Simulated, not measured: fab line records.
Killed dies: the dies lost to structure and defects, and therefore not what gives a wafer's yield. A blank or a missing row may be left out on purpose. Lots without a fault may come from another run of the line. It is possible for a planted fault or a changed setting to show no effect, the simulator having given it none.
Problem report, 8D (eight disciplines) form, completed by code    flow n5-finfet    the parts of the form that need people (team, actions taken, sign-off) are left out

## 1. WHAT WENT WRONG
platen-rpm at N5_HKMG_FIN_CMP_23 reads a mean of 52.31 rpm on 3 wafers of 2 lots; wafers without a fault read 50.28 rpm with a standard deviation of 0.039. Measured from the usual mean, that is +52 standard deviations.
The step: polishes, stops on SiNx, t overpolish 10 s, target thk 46.326 nm.
The first sign was on wafer L368.3 at day 8 11:02, on cmp-03. At this step, 27 wafers from 9 lots have a number in the record. Rule for "out" (also "out of limits"): further than 4 standard deviations from the usual mean. The other wafers with a number count as sound.

## 2. WHAT IT IS, AND WHAT IT ISN'T
question                     is                      is not
which readings at this step  platen-rpm              edge-zone-pressure-frac, motor-current-A, overpolish-run-s, time-to-endpoint-s
which lots                   L368, L369              L354, L356, L357, L370, L371, L373, L375
which wafers of those lots   L368.3, L368.5, L369.6  L368.1, L369.3, L369.5
read on which tools          cmp-03                  cmp-01, cmp-04
when                         from day 8 11:02        up to then (10 sound wafers); but 14 sound wafers of L369, L370, L371, L373, L375 came after

## 3. THE SUSPECTS, EACH WITH WHAT RULES IT OUT
Counting: a tool at a process step up to the reading stays a suspect if it ran every lot that is out. Sound lots after the first of them don't rule it out here, since some wafers of a struck lot are sound.
- cmp-03 at N5_HKMG_FIN_CMP_23 (polishes, stops on SiNx, t overpolish 10 s, target thk 46.326 nm): kept. Ran every lot that is out, first one L368 (day 8 11:02); last sound lot up to then L356 (day 5 10:20). On those wafers its own readings are out: platen-rpm.
- Within cmp-03 at N5_HKMG_FIN_CMP_23: the wafers that are out ran in chamber 1; their sound lot-mates ran in chambers 0, 2.
Remaining after the count: cmp-03 at N5_HKMG_FIN_CMP_23.

## 4. THE CAUSE (what the simulator had put in)
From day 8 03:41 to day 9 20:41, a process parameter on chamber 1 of cmp-03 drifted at N5_HKMG_FIN_CMP_23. From 50.289, the setting platen-rpm moved by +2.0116. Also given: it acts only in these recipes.
After counting, this tool was the only one left.

## 5. THE EFFECT CHAIN, in route order
Rows list readings where the struck wafers' mean (over those with a number) sits beyond 3 standard deviations from the usual. Only readings whose record carries a usual standard deviation are examined. hours: median over the lots of the time between each lot's start at the first step of this table that gives one and its start at this step. sigmas: the change, counted in usual standard deviations.
hours  step                reading     usual      on struck wafers  change  sigmas
0      N5_HKMG_FIN_CMP_23  platen-rpm  50.28 rpm  52.31             +2.03   +52
Process steps it contains:
- N5_HKMG_FIN_CMP_23: polishes, stops on SiNx, t overpolish 10 s, target thk 46.326 nm.
Later steps that measure or inspect, where all struck wafers having a row at the step show a number for every such reading and not one has moved that far: N5_BEOL_M4_RC_MEAS_101.

## 6. HOW IT WOULD HAVE BEEN CAUGHT EARLIER
In this record no reading fell out of limits until day 8 11:02, 7 hours after the fault had begun at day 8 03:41.
